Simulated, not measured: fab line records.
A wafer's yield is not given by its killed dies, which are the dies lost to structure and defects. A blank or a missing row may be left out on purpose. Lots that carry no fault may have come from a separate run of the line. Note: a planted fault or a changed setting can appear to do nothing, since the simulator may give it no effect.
Which tool is to blame? :: flow n5 finfet :: Sampling: 8 lots, 24 wafers, 3 of 1938 route steps

## WHAT THE GAUGES READ, wafer by wafer
N5_SD_EPI_N_INSPECT_26: inspects for defects (darkfield).
lot: L834
measured: day 3 08:41
on: defect inspect-01
raw defect count: 246 198 216

lot: L836
measured: day 3 18:39
on: defect inspect-02
raw defect count: 205 264 163

lot: L841
measured: day 5 02:06
on: defect inspect-02
raw defect count: 188 239 198

lot: L846
measured: day 6 09:55
on: defect inspect-02
raw defect count: 1139 277 1175

lot: L847
measured: day 6 11:44
on: defect inspect-01
raw defect count: 1086 181 142

lot: L850
measured: day 7 09:50
on: defect inspect-02
raw defect count: 148 143 213

lot: L855
measured: day 8 19:36
on: defect inspect-02
raw defect count: 220 194 210

lot: L856
measured: day 8 19:23
on: defect inspect-02
raw defect count: 171 199 200

## EACH LOT AND THE TOOL THAT RAN IT (in order: tool; ch and the chambers of the sampled wafers; start)
lot: L834
N5_SD_EPI_N_ETCH_34: rie diel-03 ch 0,1, day 3 04:23
N5_SD_EPI_N_ETCH_45: rie diel-03 ch 0,1, day 3 04:52

lot: L836
N5_SD_EPI_N_ETCH_34: rie diel-03 ch 1,3, day 3 14:44
N5_SD_EPI_N_ETCH_45: rie diel-03 ch 1,3, day 3 15:13

lot: L841
N5_SD_EPI_N_ETCH_34: rie diel-04 ch 0,2, day 4 19:08
N5_SD_EPI_N_ETCH_45: rie diel-04 ch 0,2, day 4 19:37

lot: L846
N5_SD_EPI_N_ETCH_34: rie diel-03 ch 1,3, day 6 05:02
N5_SD_EPI_N_ETCH_45: rie diel-03 ch 1,3, day 6 05:31

lot: L847
N5_SD_EPI_N_ETCH_34: rie diel-03 ch 0,3, day 6 07:05
N5_SD_EPI_N_ETCH_45: rie diel-03 ch 0,3, day 6 07:34

lot: L850
N5_SD_EPI_N_ETCH_34: rie diel-05 ch 0,1, day 7 05:55
N5_SD_EPI_N_ETCH_45: rie diel-05 ch 0,1, day 7 06:24

lot: L855
N5_SD_EPI_N_ETCH_34: rie diel-04 ch 0,1,3, day 8 11:13
N5_SD_EPI_N_ETCH_45: rie diel-04 ch 0,1,3, day 8 11:42

lot: L856
N5_SD_EPI_N_ETCH_34: rie diel-04 ch 0,1,2, day 8 13:22
N5_SD_EPI_N_ETCH_45: rie diel-04 ch 0,1,2, day 8 13:51
- N5_SD_EPI_N_ETCH_34: etches SiARC in CF4, target depth 45.5 nm, time 75.8 s.
- N5_SD_EPI_N_ETCH_45: etches SiOCN in CH3F/O2, target depth 6 nm.

## THE ANSWER, worked out from the rows above alone
Rule: the lots themselves supply what counts as usual. The widest of any qualifying gaps counts: lots, ordered by their means at a reading, are off when they make up no more than a third of the lots, leave a main group of 4 or more, and stand apart from it by 3 or more times the standard deviation of that group's means. A main group is skipped when, at the precision printed for the reading in the tables above, its means are all equal. A lot without any number at a reading at which 4 lots or more have one is off too. Where the step has rows for the other lots, those lots are counted as sound.
Off at N5_SD_EPI_N_INSPECT_26 (raw defect count): L846, L847. Mean 201 and standard deviation 17 in the main group.
If a tool, at a process step before that reading, ran all the lots that are off and no sound lot after the first of them, it fits. The gauges at N5_SD_EPI_N_INSPECT_26 are tried like those tools. One fits: N5_SD_EPI_N_ETCH_34 and N5_SD_EPI_N_ETCH_45 on rie diel-03. At N5_SD_EPI_N_ETCH_34 its last sound lot is L836 (day 3 14:44), its first lot that is off L846 (day 6 05:02): a fault that began between those two fits.

## WHAT THE SIMULATOR PUT IN
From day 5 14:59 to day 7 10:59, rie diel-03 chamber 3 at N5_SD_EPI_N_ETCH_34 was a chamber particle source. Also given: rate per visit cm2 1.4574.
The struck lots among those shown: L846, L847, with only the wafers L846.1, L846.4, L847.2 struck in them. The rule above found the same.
